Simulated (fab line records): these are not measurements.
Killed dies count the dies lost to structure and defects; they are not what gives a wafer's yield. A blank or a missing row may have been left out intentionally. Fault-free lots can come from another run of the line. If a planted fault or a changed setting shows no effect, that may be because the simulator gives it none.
fab line records | flow n5-finfet
record lots=7 wafers=20 last-day=17
route steps=1938 shown MOL_CONTACT_COAG@518 BEOL_M4@1111 PASSIVATION@1936
lots that met no fault: from a run of the same line without faults
start-h: hours from the record's opening day to when the first of the lot's shown wafers began | wait-h: hours since the lot's step before | " same as the row above | L1.1+2: several wafers, shown together as one row | - either no value or no given start | * or withheld: withheld | < > ~ a bound
route shown NAME@n: names a module that has steps shown in the file, with the first one's number in the route | usual: average and standard deviation across the fault-free wafers | same: alike in all rows | chamber/n: place in a boat | sites: readings site by site | _std_site: standard deviation of those values | _edge_site: the outer-site mean with the inner-site mean subtracted | radius-mm: how far each site lies from the wafer's centre | mask NAME#n: copy n | behind: tool/chamber where the wafer was last shaped | hold: the reason the lot was held/the length of the hold in hours/how it ended | device: whichever transistor did not switch (one of n, p or np) | end of line: tests run on the same wafers once the route is complete | for a step that has no rows: nothing shown but its recipe | killed: not the wafer's yield, but the dies lost to structure and defects at the first sort | map: dies across one wafer; x = killed, . = not, _ = none there
set.NAME: the setting the step ran with; set.NAME@STEP: the setting that earlier step ran with | model.NAME: the simulator's own value behind a step, which no gauge read
a table for each step, a row for each wafer; lots at some steps of the route
services: from which hour (start-h, from the record's first day; less than 0 if before it) a tool's chamber was out of use, for how many hours, and why
## steps
# step N5_MOL_CONTACT_COAG_COAT_104
# recipe resist=SiARC temp-c=220 time-s=60 spin-rpm=1500 resist-thk-nm=12
# step N5_MOL_CONTACT_COAG_COAT_58
# recipe resist=underlayer temp-c=205 time-s=60 spin-rpm=1500 resist-thk-nm=10
# step N5_MOL_CONTACT_COAG_COAT_02
# recipe resist=CAR-EUV spin-rpm=1500 resist-thk-nm=30
# step N5_MOL_CONTACT_COAG_EBR_04
# recipe solvent=PGMEA ebr-width-mm=1.5
# step N5_MOL_CONTACT_COAG_SOFTBAKE_03
# recipe temp-c=110 time-s=60 resist=CAR-EUV
# step N5_MOL_CONTACT_COAG_EXPOSE_05
# recipe mask-id=CA na=0.33 source-shape=annular sigma-inner=0.4 sigma-outer=0.8 polarization=unpolarized defocus-nm=0 dose-mj=38.25
# step N5_MOL_CONTACT_COAG_PEB_06
# recipe peb-temp-c=100 peb-time-s=60 resist=CAR-EUV
# step N5_MOL_CONTACT_COAG_DEVELOP_07
# recipe develop-time-s=30 developer=TMAH resist=CAR-EUV rinse-liquid=surfactant-rinse dry=air-spin dev-temp-c=23
# step N5_MOL_CONTACT_COAG_CD_MEAS_08
# recipe target-cd-nm=28 landing-energy-ev=500 detector=se-inlens polarity=opening
# usual cd-nm=28.00/0.24
# columns lot.wafer tool chamber start-h wait-h cd-nm
L545.1 cd-sem-01 0 95.69 - 27.81
L545.2 " 0 " " 28.18
L545.3 " 0 " " 27.69
L547.1 cd-sem-03 0 106.89 - 27.84
L547.3 " 0 " " 27.35
L547.5 " 0 " " 27.83
L548.1 cd-sem-01 0 108.07 - 27.85
L548.2 " 0 " " 27.92
L548.6 " 0 " " 27.94
L551.2 cd-sem-01 0 130.70 - 28.28
L551.5 " 0 " " 27.90
L551.6 " 0 " " 28.36
L560.2 cd-sem-01 0 180.11 - 28.53
L560.4 " 0 " " 27.90
L560.6 " 0 " " 28.18
L564.2 cd-sem-01 0 209.09 - 28.05
L564.4 " 0 " " 28.11
L564.6 " 0 " " 27.84
L565.1 cd-sem-02 0 213.16 - 27.70
L565.6 " 0 " " 28.07
# step N5_MOL_CONTACT_COAG_OVL_MEAS_09
# recipe points-per-wafer=522
# usual CA_OVL=-0.3/0.64
# columns lot.wafer tool chamber start-h wait-h CA_OVL[nm]
L545.1 overlay-01 0 95.73 0.0 -0.9
L545.2 " 0 " " -0.1
L545.3 " 0 " " -0.3
L547.1 overlay-02 0 106.93 0.0 0.6
L547.3 " 0 " " -0.4
L547.5 " 0 " " -0.6
L548.1 overlay-02 0 108.10 0.0 -0.2
L548.2 " 0 " " -0.1
L548.6 " 0 " " 0.4
L551.2 overlay-01 0 130.74 0.0 -0.7
L551.5 " 0 " " 1.0
L551.6 " 0 " " 1.0
L560.2 overlay-02 0 180.14 0.0 -1.2
L560.4 " 0 " " -1.0
L560.6 " 0 " " -1.3
L564.2 overlay-02 0 209.12 0.0 1.4
L564.4 " 0 " " 1.4
L564.6 " 0 " " 0.7
L565.1 overlay-02 0 213.19 0.0 -1.0
L565.6 " 0 " " -0.7
# step N5_MOL_CONTACT_COAG_INSPECT_10
# recipe mode=adi inspect-instrument=brightfield
# usual raw-defect-count=68/27
# columns lot.wafer tool chamber start-h wait-h raw-defect-count
L545.1 defect-inspect-02 - 95.78 0.1 50
L545.2 " - " " 54
L545.3 " - " " 103
L547.1 defect-inspect-02 - 106.99 0.1 32
L547.3 " - " " 69
L547.5 " - " " 35
L548.1 defect-inspect-02 - 108.16 0.1 57
L548.2 " - " " 50
L548.6 " - " " 103
L551.2 defect-inspect-01 - 130.79 0.0 45
L551.5 " - " " 48
L551.6 " - " " 80
L560.2 defect-inspect-01 - 180.20 0.0 174
L560.4 " - " " 59
L560.6 " - " " 52
L564.2 defect-inspect-02 - 209.18 0.0 61
L564.4 " - " " 73
L564.6 " - " " 70
L565.1 defect-inspect-02 - 213.25 0.1 37
L565.6 " - " " 58
# step N5_MOL_CONTACT_COAG_DESCUM_13
# recipe chemistry=O2 time-s=7 source-power-w=50 bias-power-w=20 pressure-mtorr=20 rf-frequency-hz=2.712e+07 temp-c=40 resist=CAR-EUV o2-flow-sccm=225
# usual bias-power-w=20.00/0.058 drypump-motor-current-A=5.4/0.34 oes-product-au=0.77/0.077 rf-vpp-V=244.0/1.2 showerhead-plenum-p-Torr=2.15/0.056 throttle-valve-pct=20.43/0.16
# columns lot.wafer tool chamber start-h wait-h bias-power-w drypump-motor-current-A oes-product-au rf-hours-counter-h rf-vpp-V showerhead-plenum-p-Torr throttle-valve-pct
L545.1 rie-diel-02 2 95.82 0.0 19.98 5.4 0.73 185 244.3 2.19 20.63
L545.2 " 1 " " 20.10 5.7 0.71 169 244.5 2.19 20.63
L545.3 " 3 " " 20.04 5.9 0.79 104 244.3 2.11 20.51
L547.1 rie-diel-06 2 107.02 0.0 19.99 4.9 0.75 147 244.5 2.18 20.12
L547.3 " 1 " " 20.03 5.6 0.73 186 245.4 2.19 20.41
L547.5 " 2 " " 19.98 5.0 0.76 - 244.9 2.18 20.13
L548.1 rie-diel-01 3 108.50 0.3 20.03 5.2 0.75 189 242.9 2.08 20.29
L548.2 " 0 " " 19.89 5.6 0.71 205 245.6 2.16 20.18
L548.6 " 0 " " 20.01 5.6 0.72 - 243.7 2.16 20.19
L551.2 rie-diel-01 0 130.83 0.0 19.91 5.6 0.71 213 244.5 2.16 20.21
L551.5 " 0 " " 19.91 5.6 0.72 - 243.4 2.16 20.18
L551.6 " 3 " " 20.09 5.2 0.74 - 242.0 2.08 20.32
L560.2 rie-diel-06 0 180.28 0.1 20.02 5.2 0.77 129 244.3 2.18 20.58
L560.4 " 3 " " 20.00 5.6 0.94 17 242.6 2.04 20.43
L560.6 " 1 " " 20.07 5.6 0.72 - 244.2 2.18 20.44
L564.2 rie-diel-06 0 209.21 0.0 20.07 5.2 0.76 141 244.7 2.18 20.58
L564.4 " 0 " " 20.04 5.2 0.77 - 245.0 2.18 20.60
L564.6 " 1 " " 20.05 5.6 0.71 - 243.3 2.18 20.46
L565.1 rie-diel-06 3 213.56 0.3 20.11 5.7 0.92 31 242.0 2.04 20.41
L565.6 " 3 " " 19.98 5.7 0.92 - 243.0 2.04 20.40
# step N5_MOL_CONTACT_COAG_ETCH_59
# recipe chemistry=N2/H2 target=underlayer target-depth-a=130 mask-material=CAR-EUV time-s=10.4 ion-energy-ev=200 pressure-mtorr=30 source-w=840 bias-w=150 n2-flow-sccm=200 h2-flow-sccm=200 ends=cleared
# usual bias-w=150.0/0.46 drypump-motor-current-A=5.4/0.34 etch-rf-on-time-s=10.25/0.27 n2-flow-sccm=200.0/0.64 oes-product-au=0.66/0.07 rf-vpp-V=525.6/1.9 showerhead-plenum-p-Torr=2.60/0.064 throttle-valve-pct=17.87/0.18
# columns lot.wafer tool chamber start-h wait-h bias-w drypump-motor-current-A etch-rf-on-time-s n2-flow-sccm oes-product-au rf-hours-counter-h rf-vpp-V showerhead-plenum-p-Torr throttle-valve-pct
L545.1 rie-diel-02 2 95.85 0.0 149.8 5.4 10.00 200.6 0.64 185 525.8 2.62 17.84
L545.2 " 1 " " 149.5 5.7 10.63 199.9 0.61 169 526.6 2.65 18.18
L545.3 " 3 " " 150.6 5.9 10.27 201.0 0.67 104 524.3 2.55 17.83
L547.1 rie-diel-06 2 107.06 0.0 150.6 5.0 10.07 199.5 0.65 147 525.6 2.64 17.63
L547.3 " 1 " " 149.4 5.6 10.14 199.4 0.63 186 525.3 2.62 17.56
L547.5 " 2 " " 150.5 5.0 10.11 199.2 0.65 - 528.7 2.64 17.63
L548.1 rie-diel-01 3 108.54 0.0 149.3 5.2 10.51 199.3 0.63 189 523.4 2.53 17.78
L548.2 " 0 " " 150.1 5.5 10.19 200.1 0.61 205 526.4 2.63 17.76
L548.6 " 0 " " 149.9 5.6 10.32 198.9 0.61 - 525.5 2.63 17.78
L551.2 rie-diel-01 0 130.86 0.0 149.8 5.6 10.37 200.7 0.59 213 526.2 2.63 17.79
L551.5 " 0 " " 150.5 5.6 10.36 200.1 0.59 - 526.6 2.63 17.80
L551.6 " 3 " " 150.1 5.3 10.65 199.7 0.62 - 523.2 2.52 17.80
L560.2 rie-diel-06 0 180.31 0.0 151.1 5.2 9.89 199.3 0.67 129 526.6 2.66 18.20
L560.4 " 3 " " 150.1 5.6 9.54 200.4 0.83 17 522.0 2.48 17.82
L560.6 " 1 " " 149.3 5.6 6.80 199.4 0.78 - 526.3 2.61 17.64
L564.2 rie-diel-06 0 209.25 0.0 150.4 5.2 9.92 200.0 0.66 141 525.5 2.66 18.22
L564.4 " 0 " " 150.3 5.2 9.93 199.8 0.66 - 527.1 2.66 18.22
L564.6 " 1 " " 150.2 5.6 6.80 200.3 0.78 - 526.7 2.60 17.66
L565.1 rie-diel-06 3 213.60 0.0 149.8 5.6 6.54 200.7 1.03 31 522.8 2.48 17.89
L565.6 " 3 " " 149.4 5.7 6.52 200.8 1.03 - 523.3 2.48 17.87
# step N5_MOL_CONTACT_COAG_ETCH_105
# recipe chemistry=CF4 target=SiARC target-depth-a=156 mask-material=CAR-EUV time-s=26 ion-energy-ev=80 pressure-mtorr=40 source-w=545 bias-w=36 Ar_flow_sccm=100 cf4-flow-sccm=100 ends=cleared
# usual bias-w=36.00/0.11 drypump-motor-current-A=5.4/0.34 etch-rf-on-time-s=25.7/0.58 oes-product-au=0.66/0.07 rf-vpp-V=184.6/0.98 showerhead-plenum-p-Torr=2.19/0.051 throttle-valve-pct=15.63/0.13
# columns lot.wafer tool chamber start-h wait-h bias-w drypump-motor-current-A etch-rf-on-time-s oes-product-au rf-hours-counter-h rf-vpp-V showerhead-plenum-p-Torr throttle-valve-pct
L545.1 rie-diel-02 2 95.87 0.0 36.02 5.5 25.4 0.63 185 184.0 2.22 15.74
L545.2 " 1 " " 36.06 5.7 26.3 0.63 169 185.1 2.23 15.77
L545.3 " 3 " " 36.10 5.9 25.6 0.67 104 184.2 2.15 15.66
L547.1 rie-diel-06 2 107.08 0.0 36.02 4.9 25.4 0.65 147 185.1 2.23 15.39
L547.3 " 1 " " 36.05 5.6 25.7 0.62 186 184.1 2.22 15.53
L547.5 " 2 " " 35.95 4.9 25.6 0.63 - 184.6 2.23 15.36
L548.1 rie-diel-01 3 108.56 0.0 36.09 5.2 26.5 0.62 189 182.9 2.13 15.55
L548.2 " 0 " " 35.96 5.6 25.9 0.60 205 184.9 2.22 15.51
L548.6 " 0 " " 36.11 5.6 25.7 0.61 - 184.5 2.22 15.52
L551.2 rie-diel-01 0 130.88 0.0 36.03 5.6 25.7 0.60 213 184.7 2.22 15.54
L551.5 " 0 " " 36.06 5.6 25.9 0.60 - 183.7 2.22 15.52
L551.6 " 3 " " 36.01 5.3 26.4 0.62 - 184.7 2.13 15.57
L560.2 rie-diel-06 0 180.33 0.0 35.88 5.2 25.1 0.67 129 183.8 2.24 15.82
L560.4 " 3 " " 36.00 5.7 23.9 0.83 17 182.2 2.10 15.54
L560.6 " 1 " " 35.83 5.6 25.5 0.61 - 183.9 2.21 15.58
L564.2 rie-diel-06 0 209.26 0.0 36.09 5.2 25.3 0.65 141 184.7 2.23 15.84
L564.4 " 0 " " 35.92 5.2 25.3 0.66 - 185.3 2.23 15.83
L564.6 " 1 " " 35.98 5.6 25.9 0.60 - 183.7 2.21 15.60
L565.1 rie-diel-06 3 213.62 0.0 36.15 5.7 24.4 0.80 31 183.3 2.10 15.58
L565.6 " 3 " " 35.97 5.6 24.5 0.80 - 183.8 2.10 15.59
# step N5_BEOL_M4_RC_MEAS_101
# usual DIBL_N=36.1/1.6 DIBL_P=36.6/1.9 IOFF_N=0.160/0.026 IOFF_P=0.210/0.028 ION_N=677/10 ION_P=464/6.9 SS_N=71.4/0.56 SS_P=73.3/0.61 VT_N=249.1/2.6 VT_P=-250/3.3
# columns lot.wafer tool chamber start-h wait-h DIBL_N[mV/V] DIBL_P[mV/V] IOFF_N[nA/um] IOFF_P[nA/um] ION_N[uA/um] ION_P[uA/um] SS_N[mV/dec] SS_P[mV/dec] VT_N[mV] VT_P[mV]
L545.1 prober-01 0 166.96 0.0 35.7 35.1 0.139 0.177 684 463 71.3 73.0 250.4 -254
L545.2 " 0 " " 37.2 36.4 0.151 0.194 674 462 72.0 74.1 252.9 -252
L545.3 " 0 " " 36.8 37.1 0.149 0.190 676 453 72.1 73.3 250.9 -253
L547.1 prober-01 0 181.72 0.0 36.8 37.2 0.162 0.232 684 467 71.8 73.3 247.0 -248
L547.3 " 0 " " 35.4 37.1 0.147 0.228 685 476 71.8 72.8 247.4 -245
L547.5 " 0 " " 36.1 37.2 0.157 0.218 682 467 71.4 72.8 249.6 -249
L548.1 prober-02 0 200.46 0.0 34.5 35.0 0.163 0.213 683 477 70.9 72.9 247.9 -247
L548.2 " 0 " " 37.0 38.2 0.209 0.258 683 471 71.7 73.3 245.0 -247
L548.6 " 0 " " 36.5 37.5 0.191 0.249 678 474 71.8 72.5 245.4 -247
L551.2 prober-01 0 215.95 0.2 36.8 36.8 0.146 0.172 684 458 71.1 72.7 248.3 -256
L551.5 " 0 " " 37.4 38.4 0.175 0.200 682 462 72.0 73.0 248.9 -253
L551.6 " 0 " " 37.0 37.8 0.153 0.184 669 458 71.3 73.0 249.1 -255
L560.2 prober-01 0 279.27 0.2 38.9 38.9 0.204 0.242 693 468 71.9 74.3 246.9 -250
L560.4 " 0 " " 37.6 37.9 0.174 0.225 684 461 72.1 74.1 247.9 -248
L560.6 " 0 " " 37.6 38.2 0.181 0.225 692 467 72.0 74.4 245.7 -252
L564.2 prober-02 0 283.93 0.2 38.2 39.9 0.210 0.270 684 474 72.1 74.5 245.3 -243
L564.4 " 0 " " 34.2 35.7 0.137 0.202 670 464 70.9 72.7 249.0 -248
L564.6 " 0 " " 36.4 37.1 0.166 0.223 676 464 71.6 73.0 248.3 -245
L565.1 prober-02 0 291.39 0.0 34.8 34.4 0.144 0.199 665 460 71.1 72.9 249.1 -248
L565.6 " 0 " " 34.2 35.2 0.145 0.209 674 465 70.7 72.6 247.3 -246
# step N5_PASSIVATION_PROBE_49
# usual defect-limited-yield=91.3/1.5 killed_at_M0_to_M3=34/10 killed_at_M4_up=13/4.9 killed-at-contacts=13/6.1 killed-at-front-end=39/13 killed-at-other=4.1/2.7 killed-dies=103/18 killed-open=68/13 killed-short=32/7.6 sort_bin_5_function=5.2/1 sort_bin_6_memory=3.2/0.75 sort-n-pass=1077/18 sort-yield-pct=91.3/1.5
# same gross-dies=1180 killed-at-back-side=0 sort_bin_4_leakage[%]=0 sort_bin_8_speed[%]=0
# columns lot.wafer tool chamber start-h wait-h defect-limited-yield[%] killed_at_M0_to_M3 killed_at_M4_up killed-at-contacts killed-at-front-end killed-at-other killed-dies killed-open killed-short sort_bin_5_function[%] sort_bin_6_memory[%] sort-n-pass sort-yield-pct[%]
L545.1 prober-02 - 264.02 0.0 91.4 35 17 11 35 3 101 67 31 5.3 3.1 1079 91.4
L545.2 prober-02 - 264.07 0.1 91.8 30 20 5 34 8 97 57 34 4.7 3.1 1083 91.8
L545.3 prober-02 - 264.12 0.1 94.2 19 11 13 23 2 68 39 24 3.2 1.9 1112 94.2
L547.1 prober-01 - 271.76 0.0 89.5 33 20 13 54 4 124 80 37 6.4 3.6 1056 89.5
L547.3 prober-01 - 271.86 0.1 91.9 38 21 8 25 3 95 63 28 4.5 3.2 1085 91.9
L547.5 prober-01 - 271.96 0.2 91.9 37 12 10 36 1 96 68 26 4.8 2.9 1084 91.9
L560.4 prober-02 - 395.87 0.2 93.2 29 11 5 34 1 80 49 24 3.4 3.1 1100 93.2
L560.6 prober-02 - 395.97 0.3 93.6 25 14 9 26 2 76 54 21 4.1 2.1 1104 93.6
# killed by level:class
L545.1 STI_FIN_REVEAL:geometric-particle:open=17 BEOL_M3:geometric-particle:open=14 BEOL_M0_SAQP:geometric-particle:short=7 MOL_CONTACT_COAG:geometric-particle:open=6 BEOL_M1:geometric-particle:open=6 BEOL_M4:geometric-particle:open=6 MOL_CONTACT_COAG:geometric-particle:short=4 STARTING-WAFER:geometric-particle:short=4
L545.2 BEOL_M3:geometric-particle:open=8 BEOL_M4:geometric-particle:open=8 STI_FIN_REVEAL:geometric-particle:open=7 BEOL_M0_SAQP:geometric-particle:open=7 BEOL_M0_SAQP:geometric-particle:short=7 DUMMY_GATE:geometric-particle:open=4 ILD0:geometric-particle:short=4 MOL_CONTACT_COAG:geometric-particle:open=4
L545.3 STI_FIN_REVEAL:geometric-particle:open=9 MOL_CONTACT_COAG:geometric-particle:open=6 MOL_CONTACT_COAG:geometric-particle:short=5 BEOL_M0_SAQP:geometric-particle:short=4 BEOL_M0_SAQP:geometric-particle:open=4 BEOL_M2:geometric-particle:open=4 BEOL_M5:geometric-particle:open=4 STARTING-WAFER:geometric-particle:short=3
L547.1 FIN_SAQP:geometric-particle:short=17 FIN_SAQP:geometric-particle:open=16 MOL_CONTACT_COAG:geometric-particle:open=11 BEOL_M2:geometric-particle:open=10 BEOL_M4:geometric-particle:open=9 BEOL_M3:geometric-particle:open=9 STI_FIN_REVEAL:geometric-particle:open=7 BEOL_M0_SAQP:geometric-particle:open=5
L547.3 BEOL_M4:geometric-particle:open=10 BEOL_M2:geometric-particle:open=8 MOL_CONTACT_COAG:geometric-particle:open=6 BEOL_M3:geometric-particle:open=6 BEOL_M1:geometric-particle:short=5 FIN_SAQP:geometric-particle:short=4 STI_FIN_REVEAL:geometric-particle:open=4 BEOL_M0_SAQP:geometric-particle:short=4
L547.5 BEOL_M3:geometric-particle:open=17 FIN_SAQP:geometric-particle:open=10 STI_FIN_REVEAL:geometric-particle:open=7 FIN_SAQP:geometric-particle:short=6 MOL_CONTACT_COAG:geometric-particle:open=6 BEOL_M5:geometric-particle:open=6 BEOL_M0_SAQP:geometric-particle:open=5 BEOL_M2:geometric-particle:open=5
L560.4 BEOL_M2:geometric-particle:open=8 BEOL_M3:geometric-particle:open=7 STI_FIN_REVEAL:geometric-particle:open=4 GATE_CUT:geometric-particle:open=4 GATE_CUT:geometric-particle:short=4 BEOL_M4:geometric-particle:open=4 ILD0:geometric-particle:open=3 BEOL_M0_SAQP:geometric-particle:short=3
L560.6 BEOL_M3:geometric-particle:open=10 FIN_SAQP:geometric-particle:open=6 BEOL_M0_SAQP:geometric-particle:open=6 MOL_CONTACT_COAG:geometric-particle:open=6 DUMMY_GATE:geometric-particle:open=5 FIN_SAQP:geometric-particle:short=4 BEOL_M8:geometric-particle:open=4 STARTING-WAFER:geometric-particle:short=4
## services
# columns tool chamber start-h hours kind
rie-diel-01 1 81.67 5.2 repair
rie-diel-02 0 81.85 - clean
rie-diel-02 0 81.85 - consumable-replace:focus-ring
rie-diel-02 0 81.85 - consumable-replace:showerhead
rie-diel-02 0 81.85 16.1 scheduled-down
rie-diel-02 0 81.85 16.1 vent-cycle
rie-diel-02 2 82.00 6.6 repair
rie-diel-01 - 85.27 0.6 repair
rie-diel-06 3 86.01 8.5 repair
rie-diel-02 1 87.60 7.7 repair
rie-diel-02 1 101.25 2.7 repair
rie-diel-06 3 105.77 - clean
rie-diel-06 3 105.77 - consumable-replace:focus-ring
rie-diel-06 3 105.77 17.6 scheduled-down
rie-diel-06 3 105.77 17.6 vent-cycle
rie-diel-06 - 127.99 14.6 pm
rie-diel-01 1 191.40 6.2 repair
rie-diel-06 2 200.16 11.6 repair
## key
first-sign step=N5_MOL_CONTACT_COAG_ETCH_59 reading=etch-rf-on-time-s direction=down sigmas=13 usual=* struck=*
effect step=N5_MOL_CONTACT_COAG_ETCH_59 reading=oes-product-au direction=up sigmas=3.6 usual=0.66 struck=0.91
met-at N5_MOL_CONTACT_COAG_ETCH_59
struck-wafers L560.6,L564.6,L565.1,L565.6
onset-between 107.06 180.31
fault kind=process-parameter-drift tool=rie-diel-06 chamber=- onset-h=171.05 steps=N5_MOL_CONTACT_COAG_ETCH_59 channel=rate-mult offset=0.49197 shape=step end-h=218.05 scope=struck-wafers-only
